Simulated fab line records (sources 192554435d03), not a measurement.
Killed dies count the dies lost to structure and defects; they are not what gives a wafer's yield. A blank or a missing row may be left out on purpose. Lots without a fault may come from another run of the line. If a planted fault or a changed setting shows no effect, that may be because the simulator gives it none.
Chamber matching / flow n5-finfet / rie-diel-06 running N5_FIN_CUT_ETCH_21: 4 sister chambers
The step etches SOC in N2/H2, target depth 219 nm, overetch 43.8 nm, time 523.5 s. 14 wafers are shown with their chamber, then 7 later ones without.

== WAFERS, EACH WITH ITS CHAMBER ==
wafer=L074.1; chamber=3; showerhead-plenum-p-Torr (Torr)=2.40; throttle-valve-pct (%)=17.66; drypump-motor-current-A (A)=5.3
wafer=L074.2; chamber=0; showerhead-plenum-p-Torr (Torr)=2.70; throttle-valve-pct (%)=17.85; drypump-motor-current-A (A)=5.7
wafer=L074.3; chamber=2; showerhead-plenum-p-Torr (Torr)=2.45; throttle-valve-pct (%)=18.11; drypump-motor-current-A (A)=5.9
wafer=L078.3; chamber=2; showerhead-plenum-p-Torr (Torr)=2.45; throttle-valve-pct (%)=18.13; drypump-motor-current-A (A)=5.9
wafer=L078.4; chamber=3; showerhead-plenum-p-Torr (Torr)=2.40; throttle-valve-pct (%)=17.67; drypump-motor-current-A (A)=5.3
wafer=L078.6; chamber=1; showerhead-plenum-p-Torr (Torr)=2.36; throttle-valve-pct (%)=18.08; drypump-motor-current-A (A)=6.0
wafer=L079.2; chamber=2; showerhead-plenum-p-Torr (Torr)=2.45; throttle-valve-pct (%)=18.12; drypump-motor-current-A (A)=5.8
wafer=L079.3; chamber=0; showerhead-plenum-p-Torr (Torr)=2.69; throttle-valve-pct (%)=17.88; drypump-motor-current-A (A)=5.7
wafer=L079.4; chamber=3; showerhead-plenum-p-Torr (Torr)=2.40; throttle-valve-pct (%)=17.66; drypump-motor-current-A (A)=5.3
wafer=L083.2; chamber=1; showerhead-plenum-p-Torr (Torr)=2.36; throttle-valve-pct (%)=18.13; drypump-motor-current-A (A)=6.0
wafer=L083.5; chamber=1; showerhead-plenum-p-Torr (Torr)=2.36; throttle-valve-pct (%)=18.10; drypump-motor-current-A (A)=5.9
wafer=L083.6; chamber=0; showerhead-plenum-p-Torr (Torr)=2.69; throttle-valve-pct (%)=17.89; drypump-motor-current-A (A)=5.7
wafer=L087.3; chamber=2; showerhead-plenum-p-Torr (Torr)=2.44; throttle-valve-pct (%)=18.15; drypump-motor-current-A (A)=5.9
wafer=L087.4; chamber=1; showerhead-plenum-p-Torr (Torr)=2.36; throttle-valve-pct (%)=18.12; drypump-motor-current-A (A)=5.9

SIGNATURES, as means of the wafers listed above
reading=showerhead-plenum-p-Torr; chamber 0=2.6933; chamber 1=2.3600; chamber 2=2.4475; chamber 3=2.4000; scatter within a chamber=0.00376
reading=throttle-valve-pct; chamber 0=17.8733; chamber 1=18.1075; chamber 2=18.1275; chamber 3=17.6633; scatter within a chamber=0.0181
reading=drypump-motor-current-A; chamber 0=5.700; chamber 1=5.950; chamber 2=5.875; chamber 3=5.300; scatter within a chamber=0.0418
Rule: for a wafer and a chamber, the distance is found by dividing, reading by reading, the gap between the wafer's reading and the chamber's mean by the reading's scatter, squaring, summing and taking the root. If the next closest chamber is less than 2 further off than the closest, the wafer can't be placed; otherwise it belongs to the closest. The scatter is the square root of a quotient: the sum, over the shown wafers, of each reading's squared deviation from its chamber's mean, divided by wafers minus chambers.

== WAFERS MISSING THEIR CHAMBER ==
wafer=L087.6; showerhead-plenum-p-Torr (Torr)=2.36; throttle-valve-pct (%)=18.13; drypump-motor-current-A (A)=5.9
wafer=L089.1; showerhead-plenum-p-Torr (Torr)=2.68; throttle-valve-pct (%)=17.90; drypump-motor-current-A (A)=5.7
wafer=L089.2; showerhead-plenum-p-Torr (Torr)=2.44; throttle-valve-pct (%)=18.14; drypump-motor-current-A (A)=5.9
wafer=L089.4; showerhead-plenum-p-Torr (Torr)=2.39; throttle-valve-pct (%)=17.69; drypump-motor-current-A (A)=5.3
wafer=L092.1; showerhead-plenum-p-Torr (Torr)=2.68; throttle-valve-pct (%)=17.90; drypump-motor-current-A (A)=5.7
wafer=L092.2; showerhead-plenum-p-Torr (Torr)=2.35; throttle-valve-pct (%)=18.13; drypump-motor-current-A (A)=5.9
wafer=L092.3; showerhead-plenum-p-Torr (Torr)=2.44; throttle-valve-pct (%)=18.14; drypump-motor-current-A (A)=5.9

== CHAMBER TAKEN BY EACH ==
wafer=L087.6; from the rows above=1; in truth=1
wafer=L089.1; from the rows above=0; in truth=0
wafer=L089.2; from the rows above=2; in truth=2
wafer=L089.4; from the rows above=3; in truth=3
wafer=L092.1; from the rows above=0; in truth=0
wafer=L092.2; from the rows above=1; in truth=1
wafer=L092.3; from the rows above=2; in truth=2
Placed correctly: 7 of 7. Number that these rows cannot place: 0. Wrongly placed: 0.
